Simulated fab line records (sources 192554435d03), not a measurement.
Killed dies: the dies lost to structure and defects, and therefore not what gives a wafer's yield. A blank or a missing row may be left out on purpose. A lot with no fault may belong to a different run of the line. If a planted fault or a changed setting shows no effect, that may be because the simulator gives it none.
Which tool is to blame? | flow n5 finfet | Sampling: 24 lots, 72 wafers, 2 of 1938 route steps

WHAT THE GAUGES READ, wafer by wafer
N5_BEOL_M0_CUTY_OVL_MEAS_58. Usual: M0_ABLK_OVL gives -0.5 nm (standard deviation 0.59).
lot  | measured     | on         | M0_ABLK_OVL (nm) | flag
L074 | day 5 17:35  | overlay-02 | -0.6 -0.2 -0.1   |
L075 | day 5 22:12  | overlay-02 | -1.2 -1.4 -0.4   |
L076 | day 6 02:49  | overlay-01 | -0.1 -0.6 -0.1   |
L077 | day 6 08:26  | overlay-02 | -0.9 0.1 -0.7    |
L078 | day 6 18:37  | overlay-01 | -0.9 0.2 -0.7    |
L079 | day 6 23:34  | overlay-02 | -1.4 -1.9 -1.2   |
L080 | day 7 01:45  | overlay-01 | -0.9 0.3 -0.6    |
L081 | day 7 12:00  | overlay-02 | 0.0 0.3 -1.0     |
L082 | day 7 14:29  | overlay-01 | -0.5 -0.3 0.0    |
L083 | day 7 18:29  | overlay-02 | -0.3 -0.5 -0.3   |
L084 | day 8 01:38  | overlay-01 | -0.7 0.3 -0.4    |
L085 | day 8 11:51  | overlay-01 | -0.9 -0.3 -1.1   |
L086 | day 8 18:44  | overlay-01 | -0.8 0.3 -0.4    |
L087 | day 8 21:43  | overlay-01 | -0.7 -1.1 -1.4   |
L088 | day 9 07:41  | overlay-01 | -0.5 0.0 -1.5    |
L090 | day 9 09:49  | overlay-01 | -1.5 -0.5 -0.2   |
L091 | day 9 19:26  | overlay-01 | -0.7 -1.0 -0.4   |
L089 | day 10 00:12 | overlay-01 | -0.6 0.0 0.7     |
L092 | day 10 04:32 | overlay-01 | -0.1 -1.2 -1.5   |
L093 | day 10 12:59 | overlay-01 | -1.9 -0.8 -0.6   |
L094 | day 10 17:07 | overlay-02 | 0.1 -1.1 -0.2    |
L095 | day 10 20:23 | overlay-01 | 0.0 -0.1 -0.6    |
L096 | day 11 04:11 | overlay-01 | 0.5 -0.7 0.2     |
L097 | day 11 12:49 | overlay-02 | -0.6 0.0 -0.6    |

N5_BEOL_M0_OCD_MEAS_108. Usual: trench depth nm at 32.8 nm, with a standard deviation of 0.64.
lot  | measured     | on     | trench depth nm (nm) | flag
L074 | day 5 19:13  | ocd-01 | 32.2 33.1 31.9       |
L075 | day 6 00:56  | ocd-02 | 32.8 32.6 32.2       |
L076 | day 6 04:23  | ocd-01 | 32.7 33.5 32.9       |
L077 | day 6 12:20  | ocd-01 | 33.0 32.1 32.9       |
L078 | day 6 21:41  | ocd-01 | 32.9 32.6 33.0       |
L079 | day 7 00:40  | ocd-01 | 32.5 34.0 32.4       |
L080 | day 7 04:40  | ocd-01 | 33.5 32.8 33.4       |
L081 | day 7 13:50  | ocd-02 | 32.3 32.8 33.4       |
L082 | day 7 15:38  | ocd-02 | 32.6 32.8 33.3       |
L083 | day 7 19:20  | ocd-01 | 33.0 33.2 32.3       |
L084 | day 8 03:56  | ocd-01 | 32.4 32.0 32.9       |
L085 | day 8 12:46  | ocd-01 | 32.8 32.7 33.4       |
L086 | day 8 20:18  | ocd-02 | 32.7 33.0 33.0       |
L087 | day 8 23:40  | ocd-02 | 32.9 32.1 32.1       |
L088 | day 9 13:46  | ocd-02 | 32.3 32.1 32.2       |
L090 | day 9 11:43  | ocd-02 | 32.7 32.5 32.8       |
L091 | day 9 20:32  | ocd-01 | 32.5 33.7 32.5       |
L089 | day 10 01:39 | ocd-02 | 32.2 33.7 32.1       |
L092 | day 10 06:00 | ocd-01 | 32.8 34.5 33.2       |
L093 | day 10 15:12 | ocd-01 | 31.9 32.8 32.2       |
L094 | day 10 18:22 | ocd-02 | 33.4 34.7 34.3       |
L095 | day 10 23:04 | ocd-01 | 32.1 32.4 33.8       |
L096 | day 11 06:00 | ocd-01 | 32.8 32.1 32.8       |
L097 | day 11 18:10 | ocd-01 | 32.9 33.7 32.9       |

EACH LOT AND THE TOOL THAT RAN IT (in order: tool; ch and the chambers of the sampled wafers; start)
No process step before these readings appears in the record.

WHAT THE TOOLS THEMSELVES READ (means of the sampled wafers that have a number; where no wafer has one, the mark that the record gives instead)
The record holds no such reading with a usual standard deviation.

THE ANSWER, worked out from the rows above alone
Rule: a lot is off if the mean of its wafers that have a number lies more than 3 standard deviations from the usual mean. Also off: a lot with no number at a reading for which 4 or more lots have one. All remaining lots with rows at the step are treated as sound. First the gauges in route order, then the tools' own readings, where a lot's mean is used as printed above. At the first step where some lot is off, the reading lying furthest off is the one used; lots without a number count as furthest.
No lot is off on any of the readings shown, so nothing can be concluded from this.

WHAT THE SIMULATOR PUT IN
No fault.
